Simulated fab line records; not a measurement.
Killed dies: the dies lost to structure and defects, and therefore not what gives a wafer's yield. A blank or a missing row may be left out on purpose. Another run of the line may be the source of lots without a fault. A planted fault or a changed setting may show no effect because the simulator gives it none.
Chamber matching	flow n5 finfet	rie diel-04 running N5_GATE_CUT_DESCUM_18: 4 sister chambers
The step chemistry O2, time 7 s. 20 wafers are shown with their chamber, then 10 later ones without.

== WAFERS WITH THEIR CHAMBER ==
wafer	chamber	drypump motor current A (A)	throttle valve pct (%)	showerhead plenum p Torr (Torr)
L076.1	1	5.4	20.20	2.15
L076.4	2	5.7	20.42	2.17
L076.6	1	5.4	20.19	2.15
L078.1	3	5.4	20.46	2.00
L078.3	2	5.7	20.44	2.17
L078.5	3	5.5	20.45	2.00
L079.1	1	5.4	20.21	2.14
L079.2	0	5.4	20.81	2.14
L079.4	3	5.5	20.46	2.00
L082.2	2	5.7	20.45	2.16
L082.4	3	5.5	20.48	1.99
L082.6	3	5.5	20.47	1.99
L085.1	1	5.4	20.19	2.14
L085.4	2	5.7	20.45	2.16
L085.5	1	5.4	20.23	2.14
L089.1	1	5.4	20.23	2.14
L089.2	2	5.7	20.47	2.16
L089.4	0	5.4	20.84	2.14
L092.2	2	5.7	20.46	2.16
L092.4	3	5.4	20.17	2.26

SIGNATURES, as means of the wafers listed above
reading	chamber 0	chamber 1	chamber 2	chamber 3	scatter within a chamber
drypump motor current A	5.400	5.400	5.700	5.467	0.0289
throttle valve pct	20.8250	20.2083	20.4483	20.4150	0.069
showerhead plenum p Torr	2.1400	2.1433	2.1633	2.0400	0.0604
Rule: distance of a wafer from a chamber = root of the sum over the readings of ((wafer's reading minus chamber's mean) / reading's scatter) squared. If the next closest chamber is less than 2 further off than the closest, the wafer can't be placed; otherwise it belongs to the closest. How the scatter is found: for the shown wafers, subtract from each reading the mean of its chamber, square and add these, divide the total by (wafers less chambers), then take the root.

== WAFERS MISSING THEIR CHAMBER ==
wafer	drypump motor current A (A)	throttle valve pct (%)	showerhead plenum p Torr (Torr)
L092.6	5.7	20.48	2.16
L093.2	5.7	20.47	2.16
L093.5	5.4	20.25	2.13
L093.6	5.5	20.15	2.25
L094.1	5.7	20.48	2.15
L094.4	5.4	20.19	2.25
L094.6	5.7	20.48	2.15
L095.1	5.7	20.49	2.15
L095.3	5.3	20.26	2.13
L095.4	5.7	20.49	2.15

== EACH ONE'S CHAMBER ==
wafer	from the rows above	in truth
L092.6	2	2
L093.2	2	2
L093.5	1	1
L093.6	can't be placed: 1 or 3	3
L094.1	2	2
L094.4	1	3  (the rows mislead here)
L094.6	2	2
L095.1	2	2
L095.3	1	1
L095.4	2	2
Correct placement for 8 of the 10. These rows do not allow placing 1 (true chamber among the candidates in 1). Wrongly placed: 1.
